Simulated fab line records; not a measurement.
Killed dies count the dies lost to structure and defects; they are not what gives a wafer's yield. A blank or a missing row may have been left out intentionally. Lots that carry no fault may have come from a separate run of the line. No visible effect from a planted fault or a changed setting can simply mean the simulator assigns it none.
Split-lot trial ; flow n5_finfet ; 7 lots, 21 wafers read, on a route of 1938 steps

== SPLIT DETAILS ==
At N5_BEOL_M3_COAT_61 (time 60 s, resist thk 60 nm), the setting spin_rpm was moved away from the recipe's 1500 rpm on 9 of the 21 wafers read, by -7.7% to +10.5%. All remaining wafers had this setting at the recipe value.

== FROM THE SPLIT TO THE READING: what the file shows between them, 8 steps ==
- N5_BEOL_M3_COAT_05: resist thk 30 nm (also split here: spin_rpm)
- N5_BEOL_M3_EBR_07
- N5_BEOL_M3_SOFTBAKE_06: time 60 s
- N5_BEOL_M3_EXPOSE_08: exposes mask M3
- N5_BEOL_M3_PEB_09: peb time 60 s
- N5_BEOL_M3_DEVELOP_10: develop time 30 s
- N5_BEOL_M3_ETCH_74: etches underlayer in N2/H2, target depth 6.5 nm, time 5.2 s
- N5_BEOL_M3_ETCH_63: etches SiARC in CF4, target depth 15.6 nm, time 26 s

== THE READING ==
etch.depth_nm (the simulator's own value, which no gauge read), in nm, at N5_BEOL_M3_ETCH_64 (etches SOC in N2/H2, target depth 75 nm, overetch 15 nm, time 112.5 s). The file gives no usual value for it. Here, 12 wafers ran the recipe; their average is 60.15 nm with a standard deviation of 0.27 nm.

wafer;tool, chamber at the split;spin_rpm as run, rpm;against the recipe;etch.depth_nm, nm;against lot-mates on the recipe
L075.1;litho_track-01, 0;1641;+9.4%;57.56;-2.79
L075.3;litho_track-01, 0;1641;+9.4%;57.56;-2.79
L075.6;litho_track-01, 0;1500;recipe;60.35;-
L081.2;litho_track-02, 0;1617;+7.8%;57.86;-2.27
L081.5;litho_track-02, 0;1617;+7.8%;57.63;-2.50
L081.6;litho_track-02, 0;1500;recipe;60.13;-
L083.1;litho_track-01, 0;1658;+10.5%;57.27;-2.86
L083.3;litho_track-01, 0;1658;+10.5%;57.31;-2.82
L083.4;litho_track-01, 0;1500;recipe;60.13;-
L086.2;litho_track-01, 0;1500;recipe;60.36;-
L086.4;litho_track-01, 0;1392;-7.2%;62.67;+2.40
L086.6;litho_track-01, 0;1500;recipe;60.18;-
L088.1;litho_track-04, 0;1500;recipe;60.54;-
L088.3;litho_track-04, 0;1500;recipe;60.3;-
L088.6;litho_track-04, 0;1500;recipe;60.36;-
L093.1;litho_track-01, 0;1500;recipe;60.17;-
L093.2;litho_track-01, 0;1384;-7.7%;62.8;+2.63
L093.4;litho_track-01, 0;1384;-7.7%;62.68;+2.51
L095.2;litho_track-02, 0;1500;recipe;59.76;-
L095.4;litho_track-02, 0;1500;recipe;59.6;-
L095.6;litho_track-02, 0;1500;recipe;59.86;-

THE FIT
A straight line over all 21 wafers: etch.depth_nm changes by -0.3 nm for each +1% of spin_rpm; r = -0.99; the points scatter about the line by 0.26 nm.
The same after taking each lot's own level away (the mean of its wafers on the recipe; 21 wafers): -0.302 nm for each +1%; r = -1.00; scatter 0.15 nm.
The reading moves by 3.2 nm for the largest change in spin_rpm, on that fit.
The lots' own levels span 59.740 to 60.400 nm, that is 2.5 times the standard deviation above.
The two slopes are in agreement: the lot-to-lot level therefore moves the slope only a little.
Check: -3.16 nm against its lot-mates is what the line predicts for one of the wafers moved furthest among these (+10.5%) when that wafer is left out of the fit. Against them it came out at -2.86 nm.

== THE OTHER SPLITS THESE WAFERS WENT THROUGH ==
These wafers also went through other splits before the reading. Each is held against what the fit with the lots' levels taken away leaves over:
other split on the same wafers;wafers away from the commonest value;r with etch.depth_nm (lot level and that fit taken away)
N5_BEOL_M3_COAT_05 spin_rpm;9;+0.13

== THE WHOLE CHAIN: every reading that the file lists as answering this split, in the file's order ==
step;what it does;reading;change (the file's fit);r (the file's)
N5_BEOL_M3_COAT_61;time 60 s, resist thk 60 nm;SOC_of_BEOL_M3_COAT_61.thk_nm (the simulator's own value, which no gauge read);-0.302 nm for each +1% of the setting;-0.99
N5_BEOL_M3_ETCH_64;etches SOC in N2/H2, target depth 75 nm, overetch 15 nm, time 112.5 s;etch.depth_nm (the simulator's own value, which no gauge read);-0.301 nm for each +1% of the setting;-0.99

== THE FILE'S OWN FIT ==
etch.depth_nm changes by -0.301 nm for each +1% of spin_rpm, r = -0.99.
